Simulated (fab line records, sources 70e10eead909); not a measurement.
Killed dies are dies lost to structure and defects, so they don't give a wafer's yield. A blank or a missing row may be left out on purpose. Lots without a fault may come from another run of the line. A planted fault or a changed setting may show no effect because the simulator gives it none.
Problem report in the 8D (eight disciplines) form, filled by code | flow nand_harc | the parts of the form that need people (team, actions taken, sign-off) are left out

1. THE PROBLEM
killed_at_array at NHARC_END_SORT_01 reads a mean of 258 on 2 wafers of 1 lot; wafers without a fault read 24 with a standard deviation of 8.4. That is +28 standard deviations from the usual mean.
First seen on wafer L417.1, day 21 00:26, on prober-02. The record holds 36 wafers of 12 lots with a number at this step. Rule for "out", or "out of limits": more than 4 standard deviations from the usual mean. The other wafers with a number count as sound.

2. WHAT IT IS AND WHAT IT IS NOT
question                    | is                                                                                                                                                  | is not
which readings at this step | killed_at_array, defect_limited_yield, killed_dies, sort_bin_2_pct, sort_bin_3_pct, sort_bin_4_pct, sort_n_pass, sort_rim_yield_pct, sort_yield_pct | killed_at_other, killed_at_periphery, killed_open, killed_short
which lots                  | L417                                                                                                                                                | L411, L412, L413, L414, L420, L426, L427, L430, L431, L432, L433
which wafers of those lots  | L417.1, L417.6                                                                                                                                      | L417.2
read on which gauges        | prober-02                                                                                                                                           | prober-01
when                        | from day 21 00:26                                                                                                                                   | up to then (12 sound wafers); but 22 sound wafers of L417, L420, L426, L427, L430, L431, L432, L433 came after

3. SUSPECTS, AND WHAT RULES EACH OUT
Counting: a tool at a process step up to the reading stays a suspect if it ran every lot that is out. Sound lots after the first of them don't rule it out here, since some wafers of a struck lot are sound.
- the gauge at NHARC_END_SORT_01: kept. All the wafers that are out were read on prober-02, and no step on other tools shows them out.
- rie_diel-06 at NHARC_A_BONDPAD_ETCH_12 (etches the open film in CHF3/O2, target depth 220 nm, time 110 s): kept. It ran the lot that is out, L417 (day 19 06:35); its last sound lot up to then is L412 (day 18 05:08). NHARC_A_BONDPAD_ETCH_12 gives no start for some lots, so the hours and the order of its lots are those of NHARC_A_BONDPAD_CD_MEAS_13.
- ecd_cu-01 at NHARC_A_BONDPAD_ECD_18 (material Cu, target thk 400 nm): kept. It ran the lot that is out, L417 (day 19 07:55); its last sound lot up to then is L414 (day 18 23:15).
Left after counting: rie_diel-06 at NHARC_A_BONDPAD_ETCH_12, ecd_cu-01 at NHARC_A_BONDPAD_ECD_18, prober-02 at NHARC_END_SORT_01.

4. THE CAUSE (what the simulator had put in)
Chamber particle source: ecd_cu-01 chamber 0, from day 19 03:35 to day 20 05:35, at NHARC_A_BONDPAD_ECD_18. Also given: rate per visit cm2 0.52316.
Counting left 3 suspects, and this tool is among them.

5. THE CHAIN OF EFFECTS, in route order
Each row: a reading whose mean over the struck wafers that have a number lies more than 3 standard deviations from the usual. Only readings for which the record gives a usual standard deviation are gone through. hours: the time from each lot's start at the first step in this table that gives one to its start at this step, as a median over the lots. sigmas: the change in usual standard deviations.
hours | step              | reading              | usual  | on struck wafers | change | sigmas
0     | NHARC_END_SORT_01 | defect_limited_yield | 96.0 % | 61.4             | -34.6  | -27
0     | NHARC_END_SORT_01 | killed_at_array      | 24     | 258              | +234   | +28
0     | NHARC_END_SORT_01 | killed_dies          | 27     | 262              | +234   | +27
0     | NHARC_END_SORT_01 | sort_bin_2_pct       | 1.3 %  | 12.8             | +11.5  | +21
0     | NHARC_END_SORT_01 | sort_bin_3_pct       | 0.19 % | 2.58             | +2.40  | +13
0     | NHARC_END_SORT_01 | sort_bin_4_pct       | 2.6 %  | 23.2             | +20.6  | +25
0     | NHARC_END_SORT_01 | sort_n_pass          | 650    | 416              | -234   | -27
0     | NHARC_END_SORT_01 | sort_rim_yield_pct   | 96.1 % | 62.8             | -33.3  | -14
0     | NHARC_END_SORT_01 | sort_yield_pct       | 96.0 % | 61.4             | -34.6  | -27

6. WHAT WOULD HAVE CAUGHT IT SOONER
In this record the first reading out of limits at a measuring or inspecting step was taken at day 21 00:26, 45 hours after the fault began at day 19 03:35.
All the lots that are out (1) had begun NHARC_A_BONDPAD_ECD_18 on ecd_cu-01 by day 21 00:26. A hold on the tool at that time would have spared none of them.
